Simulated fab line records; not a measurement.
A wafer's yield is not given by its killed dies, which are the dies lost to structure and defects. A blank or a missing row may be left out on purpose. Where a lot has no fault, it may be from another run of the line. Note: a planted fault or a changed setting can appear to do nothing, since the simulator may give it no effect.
Split-lot study -- flow n5-finfet -- 21 wafers read from 7 lots, route of 1938 steps

== ABOUT THE SPLIT ==
At N5_BEOL_M2_ALD_98 (deposits SiO2, target thk 2.5 nm, pulse time 1 s, co reactant pulse time 1 s), the setting ald-cycles was moved away from the recipe's 17 on 5 of the 21 wafers read, by -17.6% to +17.6%. For the rest of the wafers, this setting stayed at what the recipe calls for.

Reading taken at the split's own step.

== THE READING ==
SiO2_of_BEOL_M2_ALD_98.thk-nm (the simulator's own value, which no gauge read), in nm, at N5_BEOL_M2_ALD_98 (deposits SiO2, target thk 2.5 nm, pulse time 1 s, co reactant pulse time 1 s). The file does not state a usual value for it. Across the 16 wafers here that went through the recipe, the average is 2.5 nm and the standard deviation 0.099 nm.

wafer,"tool, chamber at the split",ald-cycles as run,against the recipe,"SiO2_of_BEOL_M2_ALD_98.thk-nm, nm",against lot-mates on the recipe
L081.2,"ald-sin-03, 3",17,recipe,2.6,-
L081.3,"ald-sin-03, 0",20,+17.6%,3,+0.4
L081.6,"ald-sin-03, 0",20,+17.6%,3,+0.4
L082.2,"ald-sin-03, 2",14,-17.6%,2,-0.6
L082.3,"ald-sin-03, 1,2",17,recipe,2.6,-
L082.5,"ald-sin-03, 1,2",17,recipe,2.6,-
L088.1,"ald-sin-01, 0,3",17,recipe,2.6,-
L088.4,"ald-sin-01, 0,3",17,recipe,2.6,-
L088.5,"ald-sin-01, 1",17,recipe,2.4,-
L087.1,"ald-sin-04, 1",16,-5.9%,2.4,+0.0
L087.3,"ald-sin-04, 3,1",17,recipe,2.4,-
L087.5,"ald-sin-04, 3,1",17,recipe,2.4,-
L089.3,"ald-sin-01, 3",17,recipe,2.4,-
L089.4,"ald-sin-01, 1,0",17,recipe,2.6,-
L089.5,"ald-sin-01, 1,0",17,recipe,2.6,-
L092.2,"ald-sin-04, 0",19,+11.8%,2.8,+0.3
L092.5,"ald-sin-04, 3",17,recipe,2.4,-
L092.6,"ald-sin-04, 2",17,recipe,2.6,-
L096.3,"ald-sin-04, 0,3",17,recipe,2.4,-
L096.4,"ald-sin-04, 0,3",17,recipe,2.4,-
L096.5,"ald-sin-04, 3",17,recipe,2.6,-
Where a row lists several chambers, the file gives one row for several wafers and doesn't say which wafer went through which chamber.

THE FIT
A straight line over all 21 wafers: SiO2_of_BEOL_M2_ALD_98.thk-nm changes by +0.0274 nm for each +1% of ald-cycles; r = +0.91; the points scatter about the line by 0.092 nm.
The same after taking each lot's own level away (the mean of its wafers on the recipe; 21 wafers): +0.0256 nm for each +1%; r = +0.91; scatter 0.089 nm.
On that fit, the largest move of ald-cycles shifts the reading by 0.45 nm.
The span of the lots' own levels, 2.40 to 2.60 nm, comes to 2.0 times the standard deviation stated above.
Consequently the slope shifts little with the lot-to-lot level, the two slopes agreeing.
Check: for one of the wafers moved furthest among these (+17.6%), held out of the fit, the line's prediction against its lot-mates is +0.467 nm. It came out at +0.4 nm against them.

== OTHER SPLITS APPLIED TO THESE WAFERS ==
Other splits were also applied to these wafers ahead of the reading. Each is held against what the fit with the lots' levels taken away leaves over:
other split on the same wafers,wafers away from the commonest value,r with SiO2_of_BEOL_M2_ALD_98.thk-nm (lot level and that fit taken away)
N5_BEOL_M0_CUTY_EXPOSE_54 dose-mj,7,-0.18
N5_BEOL_M0_ETCH_138 source-w,4,-0.22
N5_BEOL_M1_ETCH_64 source-w,5,+0.28
N5_BEOL_M2_EXPOSE_08 dose-mj,6,+0.15
N5_BEOL_M2_DESCUM_16 time-s,4,+0.05

== THE FILE'S OWN FIT ==
SiO2_of_BEOL_M2_ALD_98.thk-nm changes by +0.0266 nm for each +1% of ald-cycles, r = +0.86.
